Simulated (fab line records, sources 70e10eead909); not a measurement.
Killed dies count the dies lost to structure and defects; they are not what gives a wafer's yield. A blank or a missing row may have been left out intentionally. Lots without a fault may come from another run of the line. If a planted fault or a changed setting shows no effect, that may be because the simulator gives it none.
Which tool was responsible? || flow nand-harc || 7 lots with 21 wafers sampled at 4 steps, on a route of 1302 steps

## WHAT THE GAUGES SHOWED, per wafer
NHARC_A_ONON_D1_THK_MEAS_21: measures by ellipsometry.
{"lot": "L755", "measured": "day 8 08:29", "on": "film-metro-02", "thk-nm (nm)": "1000 999 1001"}
{"lot": "L757", "measured": "day 9 10:41", "on": "film-metro-02", "thk-nm (nm)": "1001 1001 1001"}
{"lot": "L759", "measured": "day 10 06:08", "on": "film-metro-02", "thk-nm (nm)": "1018 1017 1017"}
{"lot": "L761", "measured": "day 11 06:24", "on": "film-metro-02", "thk-nm (nm)": "1007 1005 1007"}
{"lot": "L772", "measured": "day 16 01:00", "on": "film-metro-01", "thk-nm (nm)": "1562 1561 1562 1561 1564 1563"}
{"lot": "L775", "measured": "day 17 02:23", "on": "film-metro-01", "thk-nm (nm)": "1015 1017 1017"}
{"lot": "L777", "measured": "day 17 20:01", "on": "film-metro-01", "thk-nm (nm)": "990 990 991"}

## TOOL THAT RAN EACH LOT (tool first, then ch and the chambers of the sampled wafers, then the start)
{"lot": "L755", "NHARC_P_BONDPAD_CMP_19": "cmp-01 ch 0,2,3, day 6 22:34", "NHARC_A_ZERO_WELL_RTA_16": "rtp-anneal-01 ch 0, day 7 01:43", "NHARC_A_ONON_D1_DEP_19": "pecvd-onon-02 ch 0, day 8 08:02"}
{"lot": "L757", "NHARC_P_BONDPAD_CMP_19": "cmp-01 ch 1,2,3, day 7 23:31", "NHARC_A_ZERO_WELL_RTA_16": "rtp-anneal-02 ch 0, day 8 02:29", "NHARC_A_ONON_D1_DEP_19": "pecvd-onon-03 ch 0, day 9 10:10"}
{"lot": "L759", "NHARC_P_BONDPAD_CMP_19": "cmp-02 ch 1,2,3, day 8 17:48", "NHARC_A_ZERO_WELL_RTA_16": "rtp-anneal-02 ch 0, day 8 20:53", "NHARC_A_ONON_D1_DEP_19": "pecvd-onon-04 ch 0, day 10 05:37"}
{"lot": "L761", "NHARC_P_BONDPAD_CMP_19": "cmp-02 ch 1,3, day 9 17:57", "NHARC_A_ZERO_WELL_RTA_16": "rtp-anneal-01 ch 0, day 9 20:58", "NHARC_A_ONON_D1_DEP_19": "pecvd-onon-04 ch 0, day 11 05:57"}
{"lot": "L772", "NHARC_P_BONDPAD_CMP_19": "cmp-02 ch 0,1, day 14 14:07", "NHARC_A_ZERO_WELL_RTA_16": "rtp-anneal-02 ch 0, day 14 17:22", "NHARC_A_ONON_D1_DEP_19": "pecvd-onon-04 ch 0, day 16 00:37"}
{"lot": "L775", "NHARC_P_BONDPAD_CMP_19": "cmp-02 ch 1,2,3, day 15 13:53", "NHARC_A_ZERO_WELL_RTA_16": "rtp-anneal-01 ch 0, day 15 17:07", "NHARC_A_ONON_D1_DEP_19": "pecvd-onon-03 ch 0, day 17 01:52"}
{"lot": "L777", "NHARC_P_BONDPAD_CMP_19": "cmp-01 ch 2,3, day 16 08:52", "NHARC_A_ZERO_WELL_RTA_16": "rtp-anneal-01 ch 0, day 16 12:08", "NHARC_A_ONON_D1_DEP_19": "pecvd-onon-03 ch 0, day 17 19:41"}
- NHARC_P_BONDPAD_CMP_19: polishes, t overpolish 30 s, cu recess touch 16 s, target thk 160.81 nm.
- NHARC_A_ZERO_WELL_RTA_16: time 10 s.
- NHARC_A_ONON_D1_DEP_19: target thk 1000 nm.

## THE ANSWER, worked out from the rows above alone
Rule: the usual values come from the lots themselves. Put in order of their means at a reading, lots are off if they are a third of the lots or fewer, leave a main group of 4 or more, and stand apart from it by a gap of 3 or more times the standard deviation of the main group's means; of several such gaps the widest counts. A main group is skipped when, at the precision printed for the reading in the tables above, its means are all equal. A lot without any number at a reading at which 4 lots or more have one is off too. Where the step has rows for the other lots, those lots are counted as sound.
Off: L772, at NHARC_A_ONON_D1_THK_MEAS_21 (thk-nm). The main group: mean 1005 nm, standard deviation 9.5.
If a tool, at a process step before that reading, ran all the lots that are off and no sound lot after the first of them, it fits. The gauges at NHARC_A_ONON_D1_THK_MEAS_21 are tried like those tools. Undecided on this evidence; 2 tools fit (rtp-anneal-02 at NHARC_A_ZERO_WELL_RTA_16, pecvd-onon-04 at NHARC_A_ONON_D1_DEP_19).

## WHAT WAS PUT IN BY THE SIMULATOR
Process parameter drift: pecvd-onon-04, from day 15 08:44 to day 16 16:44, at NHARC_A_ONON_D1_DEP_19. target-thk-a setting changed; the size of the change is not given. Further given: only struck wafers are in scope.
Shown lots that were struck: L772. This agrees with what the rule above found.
